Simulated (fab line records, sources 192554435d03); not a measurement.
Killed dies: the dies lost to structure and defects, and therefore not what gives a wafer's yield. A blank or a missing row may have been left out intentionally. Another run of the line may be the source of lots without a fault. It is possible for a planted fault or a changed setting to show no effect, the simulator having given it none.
Chamber matching | flow n5_finfet | 4 sister chambers for N5_BEOL_M3_STRIP_36 on rie_diel-04
The step strips in N2/H2. 8 wafers are shown with their chamber, then 11 later ones without.

## EACH WAFER AND ITS CHAMBER
wafer  | chamber | showerhead_plenum_p_Torr (Torr) | drypump_motor_current_A (A)
L086.2 | 3       | 2.49                            | 5.7
L086.4 | 0       | 2.49                            | 5.7
L086.5 | 3       | 2.50                            | 5.7
L090.6 | 2       | 2.64                            | 5.2
L088.2 | 0       | 2.48                            | 5.8
L088.3 | 1       | 2.71                            | 6.3
L088.6 | 2       | 2.64                            | 5.2
L092.1 | 1       | 2.71                            | 6.3

## WAFERS MISSING THEIR CHAMBER
wafer  | showerhead_plenum_p_Torr (Torr) | drypump_motor_current_A (A)
L092.2 | 2.64                            | 5.2
L092.4 | 2.64                            | 5.2
L093.2 | 2.48                            | 5.8
L093.4 | 2.64                            | 5.3
L093.6 | 2.71                            | 6.3
L094.1 | 2.48                            | 5.8
L094.3 | 2.71                            | 6.2
L094.4 | 2.71                            | 6.3
L096.2 | 2.49                            | 5.7
L096.5 | 2.64                            | 5.3
L096.6 | 2.71                            | 6.3

## THE CHAMBER EACH PASSED THROUGH
wafer  | from the rows above     | in truth
L092.2 | 2                       | 2
L092.4 | 2                       | 2
L093.2 | 0                       | 0
L093.4 | 2                       | 2
L093.6 | 1                       | 1
L094.1 | 0                       | 0
L094.3 | 1                       | 1
L094.4 | 1                       | 1
L096.2 | can't be placed: 3 or 0 | 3
L096.5 | 2                       | 2
L096.6 | 1                       | 1
10 of 11 placed correctly. Unplaceable from these rows: 1, with the true chamber sitting among the candidates in 1. Number placed wrongly: 0.
How it was worked out, from the rows above alone: a wafer's distance from a chamber is the root of the sum, over the readings, of the square of ((its reading less the chamber's mean) divided by the reading's scatter). If the next closest chamber is less than 2 further off than the closest, the wafer can't be placed; otherwise it belongs to the closest. The mean given for a chamber averages the wafers shown for that chamber. The scatter is the square root of a quotient: the sum, over the shown wafers, of each reading's squared deviation from its chamber's mean, divided by wafers minus chambers.
